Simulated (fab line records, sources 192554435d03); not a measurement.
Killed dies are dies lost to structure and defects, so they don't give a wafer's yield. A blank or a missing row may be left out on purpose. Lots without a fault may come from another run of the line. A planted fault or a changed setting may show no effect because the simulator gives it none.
Which tool did it? | flow n5_finfet | 9 lots, 23 wafers sampled, at 4 steps of a route of 1938

WHAT THE GAUGES READ, wafer by wafer
N5_HKMG_FIN_THK_MEAS_70: measures by xrf.
lot  | measured    | on            | HK_THK (nm)
L470 | day 4 12:49 | film_metro-02 | 1.612 1.582 1.592
L471 | day 4 18:41 | film_metro-01 | 1.593 1.570 1.580
L477 | day 6 08:19 | film_metro-02 | 1.356 1.575
L479 | day 6 22:38 | film_metro-02 | 1.393 1.310
L481 | day 7 08:37 | film_metro-01 | 1.365 1.586
L482 | day 7 18:35 | film_metro-01 | 1.628 1.563 1.575
L484 | day 8 09:55 | film_metro-01 | 1.592 1.596
L485 | day 8 12:13 | film_metro-01 | 1.567 1.566 1.583
L491 | day 9 20:02 | film_metro-02 | 1.565 1.591 1.591

WHICH TOOL RAN EACH LOT (tool, then ch and the chambers of the sampled wafers, then the start)
lot  | N5_SDB_STRIP_21                   | N5_SDB_STRIP_22                     | N5_HKMG_FIN_HK_ALD_01
L470 | rie_diel-03 ch 2,3, day 4 04:55   | plasma_asher-02 ch 0,1, day 4 05:02 | ald_hk-02 ch 1,2,3, day 4 09:14
L471 | rie_diel-03 ch 0,1,2, day 4 10:57 | plasma_asher-02 ch 0,1, day 4 11:05 | ald_hk-02 ch 1,2, day 4 15:14
L477 | rie_diel-03 ch 0,3, day 6 00:21   | plasma_asher-02 ch 0,1, day 6 00:35 | ald_hk-02 ch 0,1, day 6 04:47
L479 | rie_diel-05 ch 0,1, day 6 14:45   | plasma_asher-02 ch 0, day 6 14:53   | ald_hk-02 ch 0,2, day 6 19:02
L481 | rie_diel-04 ch 0,3, day 7 00:25   | plasma_asher-01 ch 0,1, day 7 00:35 | ald_hk-02 ch 0,3, day 7 05:15
L482 | rie_diel-03 ch 1,3, day 7 09:43   | plasma_asher-01 ch 0,1, day 7 09:51 | ald_hk-01 ch 0,2,3, day 7 14:43
L484 | rie_diel-05 ch 2,3, day 8 02:02   | plasma_asher-01 ch 0,1, day 8 02:08 | ald_hk-01 ch 3, day 8 06:28
L485 | rie_diel-04 ch 1,3, day 8 04:26   | plasma_asher-02 ch 1, day 8 04:34   | ald_hk-03 ch 1,2, day 8 08:42
L491 | rie_diel-05 ch 2,3, day 9 10:32   | plasma_asher-02 ch 0,1, day 9 10:38 | ald_hk-01 ch 0,1,3, day 9 15:43
- N5_SDB_STRIP_21: strips in CF4.
- N5_SDB_STRIP_22: strips in N2/H2.
- N5_HKMG_FIN_HK_ALD_01: deposits HfO2, target thk 1.6 nm, pulse time 3 s, purge time 3 s.

THE ANSWER, worked out from the rows above alone
Rule: what is usual is taken from the lots themselves. Put in order of their means at a reading, lots are off if they are a third of the lots or fewer, leave a main group of 4 or more, and stand apart from it by a gap of 3 or more times the standard deviation of the main group's means; of several such gaps the widest counts. A main group whose means are all the same, to the digits that the tables above print for the reading, isn't used. A lot without any number at a reading at which 4 lots or more have one is off too. The other lots that the step has rows for count as sound.
Off: L477, L479, L481, at N5_HKMG_FIN_THK_MEAS_70 (HK_THK). The main group: mean 1.586 nm, standard deviation 0.0081.
A tool fits if, at a process step before that reading, it ran every lot that is off, and no sound lot after the first of them. The gauges at N5_HKMG_FIN_THK_MEAS_70 are tried like those tools. One fits: ald_hk-02 at N5_HKMG_FIN_HK_ALD_01. Its last sound lot is L471 (day 4 15:14), its first lot that is off L477 (day 6 04:47): a fault that began between those two fits.

WHAT THE SIMULATOR HAD PUT IN
Process parameter drift: ald_hk-02, from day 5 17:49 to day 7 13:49, at N5_HKMG_FIN_HK_ALD_01. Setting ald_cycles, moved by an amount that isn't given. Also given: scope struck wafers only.
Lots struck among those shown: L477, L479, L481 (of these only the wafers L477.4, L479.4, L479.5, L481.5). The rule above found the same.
